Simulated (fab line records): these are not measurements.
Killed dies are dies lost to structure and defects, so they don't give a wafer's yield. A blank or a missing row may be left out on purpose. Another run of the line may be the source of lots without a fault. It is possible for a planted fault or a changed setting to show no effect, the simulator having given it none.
fab line records + flow n5-finfet
record
- lots=14
- wafers=42
- last-day=18
route steps=1938 shown ILD0@340 SDB@347
lots untouched by any fault: they come from a run of this same line in which no faults occurred
start-h: start of the lot's first displayed wafer, in hours after the record's first day + wait-h: how many hours have passed since the lot's step before this one + " same as the row above + L1.1+2: a row that stands for several wafers + - no value present, or no start provided + * or withheld: withheld + < > ~ a bound
route shown NAME@n: names a module that has steps shown in the file, with the first one's number in the route + usual: mean and standard deviation over wafers with no fault + same: alike in all rows + chamber/n: place in a boat + sites: each site's reading + _std_site: the standard deviation of these + _edge_site: outer sites' mean less inner sites' + radius-mm: how far each site lies from the wafer's centre + mask NAME#n: copy n + behind: the most recent tool/chamber to have shaped the wafer + hold: what put the lot on hold/how long, in hours/how the hold closed + device: the transistor (n, p or np) that didn't switch + end of line: the tests these same wafers got at the end of their route + where a step has no rows: the recipe by itself + killed: not the wafer's yield, but the dies lost to structure and defects at the first sort + map: a wafer's dies, x killed, . not, _ none there
set.NAME: setting as actually run; set.NAME@STEP: the setting as run at that earlier step + model.NAME: the simulator's own value behind a step, which no gauge read
one table for each step of the route and one row for each wafer, over a sample of lots
services: when a tool's chamber went out of use (start-h, in hours from the record's first day, below 0 if earlier), for how many hours, and the reason
## steps
# step N5_ILD0_CMP_07
# recipe
- stop-on=poly-Si
- material=SiO2_flowable
- t-overpolish-s=1.18
- post-cmp-clean=alkaline-brush
- down-force-psi=4.1491
- platen-rpm=51.796
- pad-velocity-m-s=1.0306
- target-thk-nm=138.88
# usual
- motor-current-A=12.3/1.6
| lot.wafer | tool   | chamber | start-h | wait-h | motor-current-A |
|-----------|--------|---------|---------|--------|-----------------|
| L472.3    | cmp-02 | 1       | 70.22   | 0.0    | 16.2            |
| L472.5    | "      | 1       | "       | "      | 15.1            |
| L472.6    | "      | 2       | "       | "      | 11.6            |
| L476.4    | cmp-01 | 1       | 90.34   | 0.0    | 10.4            |
| L476.3    | "      | 3       | "       | "      | 12.2            |
| L476.6    | "      | 1       | "       | "      | 10.3            |
| L477.4    | cmp-03 | 1       | 92.87   | 0.0    | 12.6            |
| L477.3    | "      | 3       | "       | "      | 12.7            |
| L477.2    | "      | 0       | "       | "      | 12.8            |
| L478.2    | cmp-02 | 1       | 98.75   | 0.1    | 15.2            |
| L478.5    | "      | 2       | "       | "      | 11.4            |
| L478.6    | "      | 3       | "       | "      | 10.7            |
| L484.1    | cmp-02 | 1       | 140.63  | 0.1    | 15.9            |
| L484.6    | "      | 3       | "       | "      | 11.2            |
| L484.5    | "      | 0       | "       | "      | 13.3            |
| L485.1    | cmp-02 | 0       | 142.74  | 0.1    | 12.0            |
| L485.3    | "      | 2       | "       | "      | 12.2            |
| L485.6    | "      | 3       | "       | "      | 11.0            |
| L488.3    | cmp-01 | 1       | 158.61  | 0.0    | 10.1            |
| L488.1    | "      | 3       | "       | "      | 12.9            |
| L488.4    | "      | 0       | "       | "      | 11.3            |
| L489.1    | cmp-01 | 1       | 165.16  | 0.0    | 10.2            |
| L489.2    | "      | 2       | "       | "      | 14.2            |
| L489.3    | "      | 0       | "       | "      | 11.3            |
| L490.4    | cmp-01 | 1       | 170.00  | 0.0    | 9.9             |
| L490.1    | "      | 2       | "       | "      | 14.0            |
| L490.6    | "      | 2       | "       | "      | 13.7            |
| L491.4    | cmp-01 | 1       | 178.95  | 0.0    | 9.5             |
| L491.1    | "      | 2       | "       | "      | 14.1            |
| L491.2    | "      | 0       | "       | "      | 11.5            |
| L492.1    | cmp-02 | 3       | 184.17  | 0.0    | 11.5            |
| L492.6    | "      | 3       | "       | "      | 10.4            |
| L492.5    | "      | 0       | "       | "      | 13.4            |
| L493.3    | cmp-02 | 2       | 186.80  | 0.1    | 11.6            |
| L493.5    | "      | 1       | "       | "      | 15.5            |
| L493.6    | "      | 2       | "       | "      | 11.1            |
| L494.1    | cmp-01 | 2       | 193.77  | 0.0    | 13.8            |
| L494.4    | "      | 3       | "       | "      | 12.5            |
| L494.2    | "      | 0       | "       | "      | 11.3            |
| L495.2    | cmp-02 | 2       | 203.90  | 0.0    | 11.8            |
| L495.3    | "      | 1       | "       | "      | 15.7            |
| L495.5    | "      | 2       | "       | "      | 11.2            |
# step N5_SDB_HM_DEP_00
# recipe
- material=SiNx
- target-thk-a=400
- temp-c=400
- precursor=SiH4/NH3/N2
- pressure-torr=1.5
- rf-w=300
- time-s=35.3
# usual
- heater-power-w=829/130
- showerhead-plenum-p-Torr=5.15/0.07
- throttle-valve-pct=41/3.1
| lot.wafer | tool     | chamber | start-h | wait-h | heater-power-w | showerhead-plenum-p-Torr | throttle-valve-pct |
|-----------|----------|---------|---------|--------|----------------|--------------------------|--------------------|
| L472.3    | pecvd-01 | 1       | 74.95   | 0.0    | 749            | 5.21                     | 39                 |
| L472.5    | "        | 2       | "       | "      | 768            | 5.13                     | 39                 |
| L472.6    | "        | 0       | "       | "      | 1073           | 5.13                     | 48                 |
| L476.3    | pecvd-01 | 2       | 93.91   | 0.0    | 731            | 5.13                     | 39                 |
| L476.4    | "        | 0       | "       | "      | 1114           | 5.14                     | 49                 |
| L476.6    | "        | 2       | "       | "      | 735            | 5.12                     | 39                 |
| L477.2    | pecvd-01 | 2       | 96.61   | 0.0    | 777            | 5.13                     | 39                 |
| L477.3    | "        | 1       | "       | "      | 829            | 5.20                     | 39                 |
| L477.4    | "        | 1       | "       | "      | 807            | 5.20                     | 39                 |
| L478.2    | pecvd-02 | 0       | 102.33  | 0.0    | 864            | 5.22                     | 40                 |
| L478.5    | "        | 2       | "       | "      | 763            | 5.18                     | 41                 |
| L478.6    | "        | 0       | "       | "      | 846            | 5.22                     | 39                 |
| L484.1    | pecvd-03 | 2       | 144.12  | 0.0    | 699            | 5.19                     | 37                 |
| L484.5    | "        | 2       | "       | "      | 698            | 5.19                     | 38                 |
| L484.6    | "        | 1       | "       | "      | 866            | 4.99                     | 42                 |
| L485.1    | pecvd-01 | 2       | 147.06  | 0.0    | 678            | 5.13                     | 39                 |
| L485.3    | "        | 1       | "       | "      | 798            | 5.20                     | 39                 |
| L485.6    | "        | 1       | "       | "      | 803            | 5.19                     | 39                 |
| L488.1    | pecvd-03 | 1       | 162.84  | 0.0    | 849            | 5.00                     | 42                 |
| L488.3    | "        | 2       | "       | "      | 718            | 5.17                     | 38                 |
| L488.4    | "        | 1       | "       | "      | 845            | 4.99                     | 42                 |
| L489.1    | pecvd-03 | 2       | 168.73  | 0.0    | 757            | 5.18                     | 38                 |
| L489.2    | "        | 0       | "       | "      | 969            | 5.22                     | 42                 |
| L489.3    | "        | 1       | "       | "      | 875            | 4.98                     | 42                 |
| L490.1    | pecvd-01 | 2       | 173.57  | 0.0    | 752            | 5.13                     | 40                 |
| L490.4    | "        | 1       | "       | "      | 826            | 5.21                     | 39                 |
| L490.6    | "        | 0       | "       | "      | 985            | 5.13                     | 48                 |
| L491.1    | pecvd-01 | 1       | 182.52  | 0.0    | 827            | 5.20                     | 39                 |
| L491.2    | "        | 2       | "       | "      | 761            | 5.14                     | 39                 |
| L491.4    | "        | 2       | "       | "      | 770            | 5.12                     | 39                 |
| L492.1    | pecvd-03 | 1       | 188.57  | 0.0    | 819            | 4.99                     | 42                 |
| L492.5    | "        | 2       | "       | "      | 720            | 5.19                     | 38                 |
| L492.6    | "        | 1       | "       | "      | 848            | 4.99                     | 42                 |
| L493.3    | pecvd-02 | 1       | 191.01  | 0.0    | 724            | 5.15                     | 42                 |
| L493.5    | "        | 2       | "       | "      | 701            | 5.17                     | 41                 |
| L493.6    | "        | 0       | "       | "      | 816            | 5.23                     | 40                 |
| L494.1    | pecvd-03 | 0       | 197.34  | 0.0    | 966            | 5.24                     | 43                 |
| L494.2    | "        | 1       | "       | "      | 960            | 5.00                     | 42                 |
| L494.4    | "        | 2       | "       | "      | 657            | 5.20                     | 38                 |
| L495.2    | pecvd-02 | 1       | 208.29  | 0.0    | 717            | 5.15                     | 42                 |
| L495.3    | "        | 0       | "       | "      | 863            | 5.23                     | 40                 |
| L495.5    | "        | 0       | "       | "      | 835            | 5.21                     | 40                 |
# step N5_SDB_EXPOSE_08
# recipe
- mask-id=SDB
- na=1.35
- source-shape=conventional
- sigma-outer=0.5
- polarization=unpolarized
- dose-mj=49.6
# usual
- exposure-dose-mJ-cm2=49.54/0.07
- focus-offset-nm=0.0/0.53
| lot.wafer | tool            | chamber | start-h | wait-h | mask  | exposure-dose-mJ-cm2 | focus-offset-nm |
|-----------|-----------------|---------|---------|--------|-------|----------------------|-----------------|
| L472.3    | arfi-scanner-03 | 0       | 75.41   | -      | SDB#0 | 49.49                | -0.6            |
| L472.5    | "               | 0       | "       | "      | SDB#0 | 49.56                | -0.6            |
| L472.6    | "               | 0       | "       | "      | SDB#0 | 49.44                | -0.8            |
| L476.3    | arfi-scanner-02 | 0       | 94.25   | -      | SDB#0 | 49.42                | -0.2            |
| L476.4    | "               | 0       | "       | "      | SDB#0 | 49.45                | 0.9             |
| L476.6    | "               | 0       | "       | "      | SDB#0 | 49.46                | 0.2             |
| L477.2    | arfi-scanner-03 | 0       | 96.94   | -      | SDB#0 | 49.61                | 0.1             |
| L477.3    | "               | 0       | "       | "      | SDB#0 | 49.52                | -0.1            |
| L477.4    | "               | 0       | "       | "      | SDB#0 | 49.56                | -0.3            |
| L478.2    | arfi-scanner-03 | 0       | 102.54  | -      | SDB#0 | 49.60                | 0.3             |
| L478.5    | "               | 0       | "       | "      | SDB#0 | 49.54                | 0.5             |
| L478.6    | "               | 0       | "       | "      | SDB#0 | 49.53                | 0.1             |
| L484.1    | arfi-scanner-01 | -       | 144.45  | -      | SDB#0 | -                    | -               |
| L484.5    | "               | -       | "       | "      | SDB#0 | -                    | -               |
| L484.6    | "               | -       | "       | "      | SDB#0 | -                    | -               |
| L485.1    | arfi-scanner-03 | -       | 147.39  | -      | SDB#0 | -                    | -               |
| L485.3    | "               | -       | "       | "      | SDB#0 | -                    | -               |
| L485.6    | "               | -       | "       | "      | SDB#0 | -                    | -               |
| L488.1    | arfi-scanner-03 | 0       | 163.04  | -      | SDB#0 | 49.61                | 0.6             |
| L488.3    | "               | 0       | "       | "      | SDB#0 | 49.56                | 0.4             |
| L488.4    | "               | 0       | "       | "      | SDB#0 | 49.60                | 0.2             |
| L489.1    | arfi-scanner-02 | 0       | 169.05  | -      | SDB#0 | 49.51                | 0.0             |
| L489.2    | "               | 0       | "       | "      | SDB#0 | 49.47                | 0.0             |
| L489.3    | "               | 0       | "       | "      | SDB#0 | 49.47                | -0.4            |
| L490.1    | arfi-scanner-02 | 0       | 173.77  | -      | SDB#0 | 49.41                | -0.3            |
| L490.4    | "               | 0       | "       | "      | SDB#0 | 49.41                | 0.2             |
| L490.6    | "               | 0       | "       | "      | SDB#0 | 49.45                | 0.2             |
| L491.1    | arfi-scanner-01 | 0       | 182.84  | -      | SDB#0 | 49.65                | -0.3            |
| L491.2    | "               | 0       | "       | "      | SDB#0 | 49.58                | -0.1            |
| L491.4    | "               | 0       | "       | "      | SDB#0 | 49.71                | -0.3            |
| L492.1    | arfi-scanner-03 | 0       | 188.91  | -      | SDB#0 | 49.56                | -0.3            |
| L492.5    | "               | 0       | "       | "      | SDB#0 | 49.62                | -0.1            |
| L492.6    | "               | 0       | "       | "      | SDB#0 | 49.59                | 0.5             |
| L493.3    | arfi-scanner-03 | 0       | 191.22  | -      | SDB#0 | 49.54                | -0.4            |
| L493.5    | "               | 0       | "       | "      | SDB#0 | 49.57                | -0.6            |
| L493.6    | "               | 0       | "       | "      | SDB#0 | 49.64                | -0.4            |
| L494.1    | arfi-scanner-01 | 0       | 197.66  | -      | SDB#0 | 49.53                | -0.1            |
| L494.2    | "               | 0       | "       | "      | SDB#0 | 49.60                | 0.4             |
| L494.4    | "               | 0       | "       | "      | SDB#0 | 49.58                | 0.7             |
| L495.2    | arfi-scanner-02 | 0       | 208.65  | -      | SDB#0 | 49.44                | 0.6             |
| L495.3    | "               | 0       | "       | "      | SDB#0 | 49.42                | 0.7             |
| L495.5    | "               | 0       | "       | "      | SDB#0 | 49.51                | 0.7             |
# step N5_SDB_CD_MEAS_11
# recipe
- target-cd-nm=50
- landing-energy-ev=500
- detector=se-inlens
- polarity=opening
# usual
- cd-nm=50.2/1.1
| lot.wafer | tool      | chamber | start-h | wait-h | cd-nm |
|-----------|-----------|---------|---------|--------|-------|
| L472.3    | cd-sem-02 | 0       | 75.52   | -      | 49.4  |
| L472.5    | "         | 0       | "       | "      | 50.3  |
| L472.6    | "         | 0       | "       | "      | 50.1  |
| L476.3    | cd-sem-03 | 0       | 94.37   | -      | 50.7  |
| L476.4    | "         | 0       | "       | "      | 52.3  |
| L476.6    | "         | 0       | "       | "      | 49.6  |
| L477.2    | cd-sem-03 | 0       | 97.06   | -      | 48.1  |
| L477.3    | "         | 0       | "       | "      | 48.5  |
| L477.4    | "         | 0       | "       | "      | 50.0  |
| L478.2    | cd-sem-01 | 0       | 102.66  | -      | 50.5  |
| L478.5    | "         | 0       | "       | "      | 49.3  |
| L478.6    | "         | 0       | "       | "      | 51.0  |
| L484.1    | cd-sem-03 | 0       | 144.57  | -      | -     |
| L484.5    | "         | 0       | "       | "      | -     |
| L484.6    | "         | 0       | "       | "      | -     |
| L485.1    | cd-sem-01 | 0       | 147.51  | -      | -     |
| L485.3    | "         | 0       | "       | "      | -     |
| L485.6    | "         | 0       | "       | "      | -     |
| L488.1    | cd-sem-01 | 0       | 163.16  | -      | 51.1  |
| L488.3    | "         | 0       | "       | "      | 51.1  |
| L488.4    | "         | 0       | "       | "      | 50.5  |
| L489.1    | cd-sem-01 | 0       | 169.18  | -      | 51.6  |
| L489.2    | "         | 0       | "       | "      | 52.1  |
| L489.3    | "         | 0       | "       | "      | 49.6  |
| L490.1    | cd-sem-01 | 0       | 173.90  | -      | 51.1  |
| L490.4    | "         | 0       | "       | "      | 51.7  |
| L490.6    | "         | 0       | "       | "      | 49.9  |
| L491.1    | cd-sem-03 | 0       | 182.97  | -      | 50.2  |
| L491.2    | "         | 0       | "       | "      | 49.7  |
| L491.4    | "         | 0       | "       | "      | 49.7  |
| L492.1    | cd-sem-03 | 0       | 189.04  | -      | 49.5  |
| L492.5    | "         | 0       | "       | "      | 49.8  |
| L492.6    | "         | 0       | "       | "      | 49.1  |
| L493.3    | cd-sem-01 | 0       | 191.34  | -      | 49.8  |
| L493.5    | "         | 0       | "       | "      | 50.0  |
| L493.6    | "         | 0       | "       | "      | 50.6  |
| L494.1    | cd-sem-03 | 0       | 197.79  | -      | 52.4  |
| L494.2    | "         | 0       | "       | "      | 51.5  |
| L494.4    | "         | 0       | "       | "      | 51.7  |
| L495.2    | cd-sem-01 | 0       | 208.77  | -      | 49.1  |
| L495.3    | "         | 0       | "       | "      | 50.6  |
| L495.5    | "         | 0       | "       | "      | 48.4  |
## services
| tool            | chamber | start-h | hours | kind   |
|-----------------|---------|---------|-------|--------|
| cmp-01          | -       | 53.48   | 4.0   | repair |
| arfi-scanner-03 | -       | 55.73   | 1.0   | pm     |
| cmp-01          | -       | 70.71   | 9.5   | pm     |
| cmp-01          | -       | 82.93   | 0.8   | repair |
| arfi-scanner-03 | -       | 90.15   | 1.3   | pm     |
| arfi-scanner-01 | -       | 91.24   | 1.3   | pm     |
| arfi-scanner-01 | -       | 92.54   | 3.9   | pm     |
| arfi-scanner-02 | -       | 96.02   | 0.8   | pm     |
| pecvd-02        | -       | 104.86  | 0.8   | repair |
| arfi-scanner-01 | -       | 109.28  | 4.9   | pm     |
| arfi-scanner-01 | -       | 118.71  | 0.9   | repair |
| arfi-scanner-02 | -       | 120.91  | 1.0   | pm     |
| arfi-scanner-01 | -       | 121.28  | 1.0   | pm     |
| pecvd-03        | 1       | 132.31  | 3.7   | repair |
| arfi-scanner-02 | -       | 144.00  | 1.3   | pm     |
| arfi-scanner-03 | -       | 144.40  | 1.0   | pm     |
| pecvd-01        | -       | 145.35  | 0.5   | repair |
| pecvd-02        | -       | 149.95  | 0.2   | repair |
| arfi-scanner-02 | -       | 150.44  | 1.0   | pm     |
| pecvd-03        | 2       | 154.16  | 5.0   | repair |
| pecvd-01        | -       | 157.26  | 0.6   | repair |
| pecvd-02        | -       | 163.60  | 0.6   | repair |
| arfi-scanner-01 | -       | 163.96  | 2.3   | repair |
| arfi-scanner-01 | -       | 167.97  | 0.8   | pm     |
## key
first-sign
- step=N5_SDB_EXPOSE_08
- reading=tool-record
- direction=missing
effect none on later readings
met-at N5_SDB_EXPOSE_08
struck-lots L484,L485
later-rows-left-out L484.1,L484.5,L484.6,L485.1,L485.3,L485.6
sort-left-out L484.1,L484.5,L484.6,L485.1,L485.3,L485.6
not-acting-at N5_ILD0_CMP_07,N5_SDB_HM_DEP_00,N5_SDB_CD_MEAS_11
onset-between 102.54 144.45
fault
- kind=skipped-step-whole
- tool=arfi-scanner-01,arfi-scanner-03
- chamber=-
- onset-h=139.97
- steps=N5_SDB_EXPOSE_08
- scope=struck-lots-only
# sort-left-out: the simulated sort isn't trusted on such a fault, so these wafers' sort isn't shown, and their yield isn't known
# later-rows-left-out: the simulator's readings of these wafers behind a module that went badly wrong aren't trusted and aren't shown, but for the sort
